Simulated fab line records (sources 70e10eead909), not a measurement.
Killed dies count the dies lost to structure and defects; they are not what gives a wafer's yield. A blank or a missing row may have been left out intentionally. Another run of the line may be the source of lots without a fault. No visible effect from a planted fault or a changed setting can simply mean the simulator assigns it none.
Matching of chambers -- flow nand harc -- NHARC_A_WL_FILL_ALD_19 on ald metal-04 has 4 sister chambers
The step deposits TiN, target thk 2 nm, pulse time 3 s, ald cycles 100. 18 wafers are shown with their chamber, then 9 later ones without.

## WAFERS PAIRED WITH THEIR CHAMBERS
wafer,chamber,heater power w (W),precursor pulse height rel
L075.2,2,1150,1.003
L075.4,0,1046,0.986
L075.6,0,1030,0.980
L082.1,0,1042,1.015
L082.4,3,898,1.026
L082.5,0,1046,1.001
L085.1,3,872,1.016
L085.2,0,1028,0.990
L085.5,1,1087,0.998
L088.2,0,1060,1.022
L088.4,1,1057,1.013
L088.6,0,1045,1.003
L089.2,3,909,1.005
L089.4,2,1124,1.014
L089.5,2,1153,1.031
L089.1,0,1039,0.972
L089.3,1,1067,1.004
L089.6,3,897,1.004

SIGNATURES, as means of the wafers listed above
reading,chamber 0,chamber 1,chamber 2,chamber 3,scatter within a chamber
heater power w,1042.00,1070.33,1142.33,894.00,13.2
precursor pulse height rel,0.99612,1.00500,1.01600,1.01275,0.0144
Rule: for each reading, subtract the chamber's mean from the wafer's reading, divide by that reading's scatter and square the result; add these up over the readings and take the root, which gives the wafer's distance from the chamber. If the next closest chamber is less than 2 further off than the closest, the wafer can't be placed; otherwise it belongs to the closest. How the scatter is found: for the shown wafers, subtract from each reading the mean of its chamber, square and add these, divide the total by (wafers less chambers), then take the root.

## WAFERS WITHOUT THEIR CHAMBER
wafer,heater power w (W),precursor pulse height rel
L091.1,1061,0.989
L091.4,1053,1.018
L091.6,1140,0.992
L091.2,1152,1.006
L091.3,889,0.987
L091.5,1079,1.005
L097.4,1213,0.985
L097.5,858,1.009
L097.6,1037,1.006

## THE CHAMBER EACH PASSED THROUGH
wafer,from the rows above,in truth
L091.1,can't be placed: 1 or 0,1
L091.4,can't be placed: 1 or 0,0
L091.6,2,2
L091.2,2,2
L091.3,3,3
L091.5,1,1
L097.4,2,2
L097.5,3,3
L097.6,can't be placed: 0 or 1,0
Placed correctly: 6 of 9. Not placeable from these rows: 3 (in 3, the candidates include the true chamber). Placed wrongly: 0.
